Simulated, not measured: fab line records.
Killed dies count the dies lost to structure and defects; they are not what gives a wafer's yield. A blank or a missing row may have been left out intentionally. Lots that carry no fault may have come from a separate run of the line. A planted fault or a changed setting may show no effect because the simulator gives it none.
Chamber matching :: flow n5-finfet :: 3 sister chambers for N5_BEOL_M11_CURE_72 on uv-cure-03
The step cures SiCOH lowk, time 120 s. 24 wafers are shown with their chamber, then 12 later ones without.

## EACH WAFER AND ITS CHAMBER
wafer: L075.2
chamber: 2
wafer_temp_C_max: 371.9
lamp-power-pct (%): 52.29

wafer: L075.4
chamber: 2
wafer_temp_C_max: 371.9
lamp-power-pct (%): 52.30

wafer: L075.5
chamber: 2
wafer_temp_C_max: 371.9
lamp-power-pct (%): 52.38

wafer: L077.1
chamber: 1
wafer_temp_C_max: 372.0
lamp-power-pct (%): 52.25

wafer: L077.5
chamber: 1
wafer_temp_C_max: 372.9
lamp-power-pct (%): 52.33

wafer: L077.6
chamber: 1
wafer_temp_C_max: 371.8
lamp-power-pct (%): 52.31

wafer: L077.2
chamber: 1
wafer_temp_C_max: 372.1
lamp-power-pct (%): 52.31

wafer: L077.3
chamber: 1
wafer_temp_C_max: 371.8
lamp-power-pct (%): 52.32

wafer: L077.4
chamber: 1
wafer_temp_C_max: 372.2
lamp-power-pct (%): 52.26

wafer: L083.1
chamber: 0
wafer_temp_C_max: 371.5
lamp-power-pct (%): 52.35

wafer: L083.3
chamber: 0
wafer_temp_C_max: 371.7
lamp-power-pct (%): 52.33

wafer: L083.5
chamber: 0
wafer_temp_C_max: 371.6
lamp-power-pct (%): 52.34

wafer: L084.3
chamber: 0
wafer_temp_C_max: 371.4
lamp-power-pct (%): 52.36

wafer: L084.5
chamber: 0
wafer_temp_C_max: 371.9
lamp-power-pct (%): 52.32

wafer: L084.6
chamber: 0
wafer_temp_C_max: 371.3
lamp-power-pct (%): 52.31

wafer: L088.1
chamber: 0
wafer_temp_C_max: 371.1
lamp-power-pct (%): 52.36

wafer: L088.3
chamber: 0
wafer_temp_C_max: 371.0
lamp-power-pct (%): 52.29

wafer: L088.6
chamber: 0
wafer_temp_C_max: 371.3
lamp-power-pct (%): 52.28

wafer: L088.2
chamber: 0
wafer_temp_C_max: 371.9
lamp-power-pct (%): 52.32

wafer: L088.4
chamber: 0
wafer_temp_C_max: 372.5
lamp-power-pct (%): 52.31

wafer: L088.5
chamber: 0
wafer_temp_C_max: 371.6
lamp-power-pct (%): 52.33

wafer: L086.2
chamber: 2
wafer_temp_C_max: 372.1
lamp-power-pct (%): 52.33

wafer: L086.3
chamber: 2
wafer_temp_C_max: 372.1
lamp-power-pct (%): 52.42

wafer: L086.5
chamber: 2
wafer_temp_C_max: 371.8
lamp-power-pct (%): 52.36

SIGNATURES, as means of the wafers listed above
reading: wafer_temp_C_max
chamber 0: 371.567
chamber 1: 372.133
chamber 2: 371.950
scatter within a chamber: 0.361

reading: lamp-power-pct
chamber 0: 52.3250
chamber 1: 52.2967
chamber 2: 52.3467
scatter within a chamber: 0.0345
Rule: a wafer lies at a distance from a chamber equal to the root of the sum of squares, over the readings, of (its reading less the chamber's mean, divided by the reading's scatter). The wafer belongs to the nearest chamber; if the next one is less than 2 further off, it can't be placed. The scatter: the root of (the sum of the squares of (reading less its chamber's mean) over the shown wafers, divided by (wafers less chambers)).

## WAFERS WITH NO CHAMBER GIVEN
wafer: L087.1
wafer_temp_C_max: 372.1
lamp-power-pct (%): 52.29

wafer: L087.2
wafer_temp_C_max: 371.6
lamp-power-pct (%): 52.35

wafer: L087.5
wafer_temp_C_max: 371.5
lamp-power-pct (%): 52.41

wafer: L089.2
wafer_temp_C_max: 371.6
lamp-power-pct (%): 52.26

wafer: L089.3
wafer_temp_C_max: 371.3
lamp-power-pct (%): 52.36

wafer: L089.5
wafer_temp_C_max: 371.7
lamp-power-pct (%): 52.29

wafer: L091.2
wafer_temp_C_max: 371.8
lamp-power-pct (%): 52.28

wafer: L091.4
wafer_temp_C_max: 373.0
lamp-power-pct (%): 52.23

wafer: L091.6
wafer_temp_C_max: 372.0
lamp-power-pct (%): 52.20

wafer: L093.1
wafer_temp_C_max: 372.2
lamp-power-pct (%): 52.29

wafer: L093.2
wafer_temp_C_max: 371.9
lamp-power-pct (%): 52.30

wafer: L093.6
wafer_temp_C_max: 371.8
lamp-power-pct (%): 52.32

## EACH ONE'S CHAMBER
wafer: L087.1
from the rows above: can't be placed: 1 or 2 or 0
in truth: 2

wafer: L087.2
from the rows above: can't be placed: 0 or 2 or 1
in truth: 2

wafer: L087.5
from the rows above: can't be placed: 2 or 0 or 1
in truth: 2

wafer: L089.2
from the rows above: can't be placed: 1 or 0 or 2
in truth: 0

wafer: L089.3
from the rows above: can't be placed: 0 or 2 or 1
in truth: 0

wafer: L089.5
from the rows above: can't be placed: 0 or 1 or 2
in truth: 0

wafer: L091.2
from the rows above: can't be placed: 1 or 0 or 2
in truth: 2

wafer: L091.4
from the rows above: can't be placed: 1 or 2 or 0
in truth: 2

wafer: L091.6
from the rows above: can't be placed: 1 or 0 or 2
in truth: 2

wafer: L093.1
from the rows above: can't be placed: 1 or 2 or 0
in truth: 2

wafer: L093.2
from the rows above: can't be placed: 1 or 0 or 2
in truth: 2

wafer: L093.6
from the rows above: can't be placed: 0 or 2 or 1
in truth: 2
Correctly placed: 0 of 12. From these rows, 12 cannot be placed; in 12 the true chamber is one of the candidates. 0 placed wrongly.
